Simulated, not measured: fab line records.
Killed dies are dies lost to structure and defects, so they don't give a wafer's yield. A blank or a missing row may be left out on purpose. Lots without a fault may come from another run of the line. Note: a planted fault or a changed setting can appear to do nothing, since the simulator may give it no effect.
Split-lot experiment || flow n5_finfet || on a route of 1938 steps: 7 lots, 21 wafers read

== SPLIT DETAILS ==
At N5_MOL_CONTACT_COAG_ETCH_15 (etches SiNx in CH3F/O2, stops on Si:P, target depth 7 nm), the setting source_w was moved away from the recipe's 395 W on 7 of the 21 wafers read, by -15.5% to +17.6%. The other wafers ran this setting at the recipe's value.

The split's own step is where the reading is taken.

== THE READING ==
rf_vpp_V, in V, at N5_MOL_CONTACT_COAG_ETCH_15 (etches SiNx in CH3F/O2, stops on Si:P, target depth 7 nm). Typical for fault-free wafers on this fab line: 294 V, with standard deviation 4.3 V.

{"wafer": "L074.1", "tool, chamber at the split": "rie_diel-04, 0", "source_w as run, W": 395, "against the recipe": "recipe", "rf_vpp_V, V": 296, "against lot-mates on the recipe": "-"}
{"wafer": "L074.2", "tool, chamber at the split": "rie_diel-04, 1", "source_w as run, W": 395, "against the recipe": "recipe", "rf_vpp_V, V": 290, "against lot-mates on the recipe": "-"}
{"wafer": "L074.5", "tool, chamber at the split": "rie_diel-04, 1", "source_w as run, W": 395, "against the recipe": "recipe", "rf_vpp_V, V": 293, "against lot-mates on the recipe": "-"}
{"wafer": "L082.2", "tool, chamber at the split": "rie_diel-04, 1", "source_w as run, W": 356.3, "against the recipe": "-9.8%", "rf_vpp_V, V": 306, "against lot-mates on the recipe": "+12"}
{"wafer": "L082.5", "tool, chamber at the split": "rie_diel-04, 0", "source_w as run, W": 395, "against the recipe": "recipe", "rf_vpp_V, V": 294, "against lot-mates on the recipe": "-"}
{"wafer": "L082.6", "tool, chamber at the split": "rie_diel-04, 3", "source_w as run, W": 356.3, "against the recipe": "-9.8%", "rf_vpp_V, V": 308, "against lot-mates on the recipe": "+14"}
{"wafer": "L084.4", "tool, chamber at the split": "rie_diel-04, 3", "source_w as run, W": 395, "against the recipe": "recipe", "rf_vpp_V, V": 294, "against lot-mates on the recipe": "-"}
{"wafer": "L084.5", "tool, chamber at the split": "rie_diel-04, 2", "source_w as run, W": 333.9, "against the recipe": "-15.5%", "rf_vpp_V, V": 316, "against lot-mates on the recipe": "+24"}
{"wafer": "L084.6", "tool, chamber at the split": "rie_diel-04, 1", "source_w as run, W": 395, "against the recipe": "recipe", "rf_vpp_V, V": 291, "against lot-mates on the recipe": "-"}
{"wafer": "L086.1", "tool, chamber at the split": "rie_diel-03, 2", "source_w as run, W": 395, "against the recipe": "recipe", "rf_vpp_V, V": 305, "against lot-mates on the recipe": "-"}
{"wafer": "L086.4", "tool, chamber at the split": "rie_diel-03, 0", "source_w as run, W": 395, "against the recipe": "recipe", "rf_vpp_V, V": 294, "against lot-mates on the recipe": "-"}
{"wafer": "L086.5", "tool, chamber at the split": "rie_diel-03, 2", "source_w as run, W": 395, "against the recipe": "recipe", "rf_vpp_V, V": 303, "against lot-mates on the recipe": "-"}
{"wafer": "L091.1", "tool, chamber at the split": "rie_diel-04, 2", "source_w as run, W": 459.3, "against the recipe": "+16.3%", "rf_vpp_V, V": 270, "against lot-mates on the recipe": "no lot-mate on the recipe"}
{"wafer": "L091.4", "tool, chamber at the split": "rie_diel-04, 0", "source_w as run, W": 459.3, "against the recipe": "+16.3%", "rf_vpp_V, V": 274, "against lot-mates on the recipe": "no lot-mate on the recipe"}
{"wafer": "L091.5", "tool, chamber at the split": "rie_diel-04, 0", "source_w as run, W": 459.3, "against the recipe": "+16.3%", "rf_vpp_V, V": 274, "against lot-mates on the recipe": "no lot-mate on the recipe"}
{"wafer": "L092.3", "tool, chamber at the split": "rie_diel-04, 1", "source_w as run, W": 395, "against the recipe": "recipe", "rf_vpp_V, V": 292, "against lot-mates on the recipe": "-"}
{"wafer": "L092.5", "tool, chamber at the split": "rie_diel-04, 1", "source_w as run, W": 395, "against the recipe": "recipe", "rf_vpp_V, V": 291, "against lot-mates on the recipe": "-"}
{"wafer": "L092.6", "tool, chamber at the split": "rie_diel-04, 0", "source_w as run, W": 395, "against the recipe": "recipe", "rf_vpp_V, V": 294, "against lot-mates on the recipe": "-"}
{"wafer": "L093.3", "tool, chamber at the split": "rie_diel-06, 0", "source_w as run, W": 464.4, "against the recipe": "+17.6%", "rf_vpp_V, V": 278, "against lot-mates on the recipe": -18}
{"wafer": "L093.4", "tool, chamber at the split": "rie_diel-06, 1", "source_w as run, W": 395, "against the recipe": "recipe", "rf_vpp_V, V": 300, "against lot-mates on the recipe": "-"}
{"wafer": "L093.6", "tool, chamber at the split": "rie_diel-06, 2", "source_w as run, W": 395, "against the recipe": "recipe", "rf_vpp_V, V": 291, "against lot-mates on the recipe": "-"}

THE FIT
A straight line over all 21 wafers: rf_vpp_V changes by -1.27 V for each +1% of source_w; r = -0.94; the points scatter about the line by 4.2 V.
The same after taking each lot's own level away (the mean of its wafers on the recipe; 18 wafers): -1.24 V for each +1%; r = -0.93; scatter 3.3 V.
According to that fit, moving source_w by its largest amount changes the reading by 22 V.
From 292.3 to 300.7 V: that is the span of the lots' own levels, equal to 1.9 times the standard deviation above.
So the lot-to-lot level changes the slope little: the two slopes agree.
Check: for one of the wafers moved furthest among these (+17.6%), held out of the fit, the line's prediction against its lot-mates is -25.3 V. It came out at -17.5 V against them.
Tool readings at the split's step, against how far the setting was moved: rf_vpp_V r = -0.94.

== THE OTHER SPLITS THESE WAFERS WENT THROUGH ==
Before the reading, these wafers also passed through other splits. Each is held against what the fit with the lots' levels taken away leaves over:
{"other split on the same wafers": "N5_PMOS_HMC_CHANNEL_EPI_PEB_07 peb_temp_c", "wafers away from the commonest value": 5, "r with rf_vpp_V (lot level and that fit taken away)": "+0.14"}
{"other split on the same wafers": "N5_PMOS_HMC_CHANNEL_EPI_DEVELOP_08 develop_time_s", "wafers away from the commonest value": 5, "r with rf_vpp_V (lot level and that fit taken away)": "+0.43"}
{"other split on the same wafers": "N5_FIN_SAQP_SPACER1_ALD_24 temp_c", "wafers away from the commonest value": 9, "r with rf_vpp_V (lot level and that fit taken away)": -0.22}
{"other split on the same wafers": "N5_DUMMY_GATE_COAT_28 spin_rpm", "wafers away from the commonest value": 9, "r with rf_vpp_V (lot level and that fit taken away)": -0.02}
{"other split on the same wafers": "N5_DUMMY_GATE_EXPOSE_12 dose_mj", "wafers away from the commonest value": 3, "r with rf_vpp_V (lot level and that fit taken away)": -0.13}
{"other split on the same wafers": "N5_SD_EPI_P_EXPOSE_06 dose_mj", "wafers away from the commonest value": 6, "r with rf_vpp_V (lot level and that fit taken away)": "+0.02"}
{"other split on the same wafers": "N5_SD_EPI_P_ETCH_16 target_depth_a", "wafers away from the commonest value": 11, "r with rf_vpp_V (lot level and that fit taken away)": "+0.00"}
{"other split on the same wafers": "N5_SDB_CUT_ETCH_26 icp_w", "wafers away from the commonest value": 8, "r with rf_vpp_V (lot level and that fit taken away)": -0.29}
{"other split on the same wafers": "N5_MOL_CONTACT_COAG_CONTACT_ETCH_14 source_w", "wafers away from the commonest value": 6, "r with rf_vpp_V (lot level and that fit taken away)": -0.31}

== FILE'S OWN FIT ==
rf_vpp_V changes by -1.25 V for each +1% of source_w, r = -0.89.
